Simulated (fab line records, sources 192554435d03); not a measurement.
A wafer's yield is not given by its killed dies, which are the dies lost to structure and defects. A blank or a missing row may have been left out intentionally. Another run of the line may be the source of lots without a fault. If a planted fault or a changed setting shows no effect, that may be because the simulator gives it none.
Comparing a struck lot with a sound one || flow n5_finfet || 43 steps out of a route of 1938
Sound: these wafers, L533.1, L533.3, L533.6. Struck: wafer L550.5 (L550.1, L550.3, from the same lot, were not struck and are left out); the cause is given at the end.
Order at every step that has rows: each side's tool, ch and its chambers, its first start. Under that, the readings that differ: sound wafers || struck wafers || difference of the means || sigmas: that difference in standard deviations of wafers without a fault.
alike: a reading whose means differ by less than 2 such deviations, as well as words and numbers matching on both sides. not compared: withheld readings; readings where some wafer has no value; bounds like >300 that might hide an equal value; numbers whose values overlap and for which the record gives no deviation.
Wherever a step has rows on one side only, a row that says differs or no value, or a row with sigmas, the two part there. Numbers that have no deviation but don't overlap get no sigmas and don't part them. A reading missing from all wafers of one side parts the sides only when that side holds two or more wafers.

first, 5 steps without rows for these wafers: N5_BEOL_M1_EBR_24; N5_BEOL_M1_SOFTBAKE_23 (time 60 s); N5_BEOL_M1_EXPOSE_25 (exposes mask V0, defocus 5 nm, target cd 24 nm); N5_BEOL_M1_PEB_26 (peb time 60 s); N5_BEOL_M1_DEVELOP_27 (develop time 30 s).
N5_BEOL_M1_CD_MEAS_28: target cd y 23.3 nm.
  sound on cd_sem-03 ch 0, day 7 03:31; struck on cd_sem-01 ch 0, day 11 13:27
  alike: cd_nm
N5_BEOL_M1_OVL_MEAS_29:
  sound on overlay-01 ch 0, day 7 03:33; struck on overlay-01 ch 0, day 11 13:29
  alike: V0_OVL
N5_BEOL_M1_INSPECT_30: inspects for defects (brightfield).
  sound on defect_inspect-02, day 7 03:37; struck on defect_inspect-01, day 11 13:32
  alike: raw_defect_count
N5_BEOL_M1_DESCUM_33: chemistry O2, time 7 s.
  sound on rie_diel-02 ch 0,1, day 7 03:38; struck on rie_diel-05 ch 2, day 11 13:35
{"reading": "oes_product_au (a.u.)", "sound": "0.69 0.68 0.68", "struck": 0.86, "difference": "+0.18", "sigmas": "+2"}
{"reading": "showerhead_plenum_p_Torr (Torr)", "sound": "2.13 1.97 1.97", "struck": 2.14, "difference": "+0.12", "sigmas": "+2"}
  alike: drypump_motor_current_A, rf_vpp_V, throttle_valve_pct
  not compared: rf_hours_counter_h
then, 3 steps without rows for these wafers: N5_BEOL_M1_ETCH_77 (etches underlayer in N2/H2, target depth 6.5 nm, time 5.2 s); N5_BEOL_M1_ETCH_69 (etches SiARC in CF4, target depth 15.6 nm, time 26 s); N5_BEOL_M1_ALD_98 (deposits SiO2, target thk 2.5 nm, pulse time 1 s, co reactant pulse time 1 s).
N5_BEOL_M1_ETCHBACK_99: etches SiO2 in CHF3, target depth 5 nm, time 10.4 s.
  sound on rie_diel-02 ch 0,1,3, day 7 13:10; struck on rie_diel-02 ch 0, day 11 18:20
{"reading": "oes_product_au (a.u.)", "sound": "0.68 0.72 0.68", "struck": 0.91, "difference": "+0.22", "sigmas": "+2"}
{"reading": "showerhead_plenum_p_Torr (Torr)", "sound": "2.20 2.25 2.03", "struck": 2.28, "difference": "+0.12", "sigmas": "+2"}
{"reading": "throttle_valve_pct (%)", "sound": "17.15 17.32 17.08", "struck": 16.66, "difference": -0.52, "sigmas": -2}
  alike: drypump_motor_current_A, rf_vpp_V
  not compared: rf_hours_counter_h
then, 6 steps without rows for these wafers: N5_BEOL_M1_ETCH_70 (etches SOC in N2/H2, target depth 80 nm, overetch 16 nm, time 120 s); N5_BEOL_M1_STRIP_71 (strips in N2/H2); N5_BEOL_M1_STRIP_78 (strips in N2/H2); N5_BEOL_M1_VIA_ETCH_34 (etches the open film in C4F6/O2, target depth 67.8 nm, time 64.4 s); N5_BEOL_M1_STRIP_83 (strips in C4F6/O2); N5_BEOL_M1_STRIP_36 (strips in N2/H2).
N5_BEOL_M1_TRENCH_ETCH_37: etches SiOC in C4F6/O2, target depth 55.207 nm, time 29 s.
  sound: rie_diel-02 ch 0,1,3; struck: rie_diel-02 ch 0
{"reading": "oes_product_au (a.u.)", "sound": "0.68 0.72 0.68", "struck": 0.92, "difference": "+0.23", "sigmas": "+2"}
{"reading": "showerhead_plenum_p_Torr (Torr)", "sound": "2.91 2.97 2.69", "struck": 3.01, "difference": "+0.15", "sigmas": "+2"}
  alike: drypump_motor_current_A, rf_vpp_V, throttle_valve_pct
  not compared: rf_hours_counter_h
then, 2 steps without rows for these wafers: N5_BEOL_M1_ETCH_41 (etches SiCN in CH3F/O2, target depth 31.9 nm, time 57.8 s); N5_BEOL_M1_STRIP_97 (strips in N2/H2, time 10 s).
N5_BEOL_M1_OCD_MEAS_38:
  sound on ocd-01, day 7 13:34; struck on ocd-02, day 11 18:44
  alike: trench_depth_nm
then, 4 steps without rows for these wafers: N5_BEOL_M1_HM_STRIP_39 (strips TiN in peroxide tin strip, target depth 25 nm, time 158 s); N5_BEOL_M1_SRD_40 (time 30 s); N5_BEOL_M1_PRECLEAN_42 (cleans in residue remover, time 60 s); N5_BEOL_M1_SRD_43 (time 30 s).
N5_BEOL_M1_CD_MEAS_35: target cd 18 nm, target cd y 21 nm.
  sound on cd_sem-02, day 7 13:43; struck on cd_sem-02, day 11 18:53
  alike: cd_nm
then, 7 steps without rows for these wafers: N5_BEOL_M1_DEGAS_44 (time 60 s); N5_BEOL_M1_PRE_CLEAN_45 (time 30 s); N5_BEOL_M1_ALD_84 (deposits TaN, pulse time 2 s, purge time 3 s, co reactant purge time 2 s); N5_BEOL_M1_SURFACE_TREAT_85; N5_BEOL_M1_CVD_47 (deposits Co from CCTBA/H2, target thk 3 nm, time 223.8 s); N5_BEOL_M1_SPUTTER_48 (material Cu, target thk 4.5 nm, time 8.29 s); N5_BEOL_M1_ANNEAL_49 (time 240 s).
N5_BEOL_M1_SPUTTER_79: material Cu, target thk 4.5 nm, time 8.29 s.
  sound on pvd_sputter-02, day 7 14:53; struck on pvd_sputter-03, day 11 21:33
{"reading": "throttle_valve_pct (%)", "sound": "31.0 28.9 28.9", "struck": 32.2, "difference": "+2.6", "sigmas": "+2"}
  alike: chamber_pressure_pa
then, 2 steps without rows for these wafers: N5_BEOL_M1_ANNEAL_80 (time 240 s); N5_BEOL_M1_SPUTTER_81 (material Cu, target thk 4.5 nm, time 8.29 s).
N5_BEOL_M1_ANNEAL_82: time 240 s.
  sound on pvd_sputter-02, day 7 15:11; struck on pvd_sputter-03, day 11 21:51
  alike: heater_power_w, susceptor_temp_C_max
N5_BEOL_M1_SPUTTER_86: material Cu, target thk 4.5 nm, time 8.29 s.
  sound on pvd_sputter-02, day 7 15:20; struck on pvd_sputter-03, day 11 21:59
  alike: chamber_pressure_pa, throttle_valve_pct
then, 2 steps without rows for these wafers: N5_BEOL_M1_ANNEAL_87 (time 240 s); N5_BEOL_M1_SPUTTER_88 (material Cu, target thk 4.5 nm, time 8.29 s).
-- the record jumps here: 7 days lie between the struck wafers' starts before and after (it left off in module BEOL_M1 and takes up again in module PASSIVATION, whose first step shown is number 1936 of the route) --
N5_PASSIVATION_PROBE_49:
  sound on prober-02, day 13 18:33; struck on prober-02, day 18 10:09
{"reading": "defect_limited_yield (%)", "sound": "89.4 90.8 93.3", "struck": 82.2, "difference": -9.0, "sigmas": -6}
{"reading": "killed_at_M0_to_M3", "sound": "48 33 28", "struck": 161, "difference": "+125", "sigmas": "+12"}
{"reading": "killed_dies", "sound": "125 109 79", "struck": 210, "difference": "+106", "sigmas": "+6"}
{"reading": "sort_bin_5_function (%)", "sound": "6.5 5.8 4.0", "struck": 10.7, "difference": "+5.3", "sigmas": "+5"}
{"reading": "sort_bin_6_memory (%)", "sound": "3.9 3.1 2.7", "struck": 5.3, "difference": "+2.1", "sigmas": "+3"}
{"reading": "sort_n_pass", "sound": "1055 1071 1101", "struck": 970, "difference": -106, "sigmas": -6}
{"reading": "sort_yield_pct (%)", "sound": "89.4 90.8 93.3", "struck": 82.2, "difference": -9.0, "sigmas": -6}
  alike: killed_at_M4_up, killed_at_contacts, killed_at_front_end, killed_at_other, killed_open, killed_short

WHERE THEY PART
At N5_BEOL_M1_DESCUM_33 first; at N5_PASSIVATION_PROBE_49 last (within this record only).

WHY: what had been put in by the simulator
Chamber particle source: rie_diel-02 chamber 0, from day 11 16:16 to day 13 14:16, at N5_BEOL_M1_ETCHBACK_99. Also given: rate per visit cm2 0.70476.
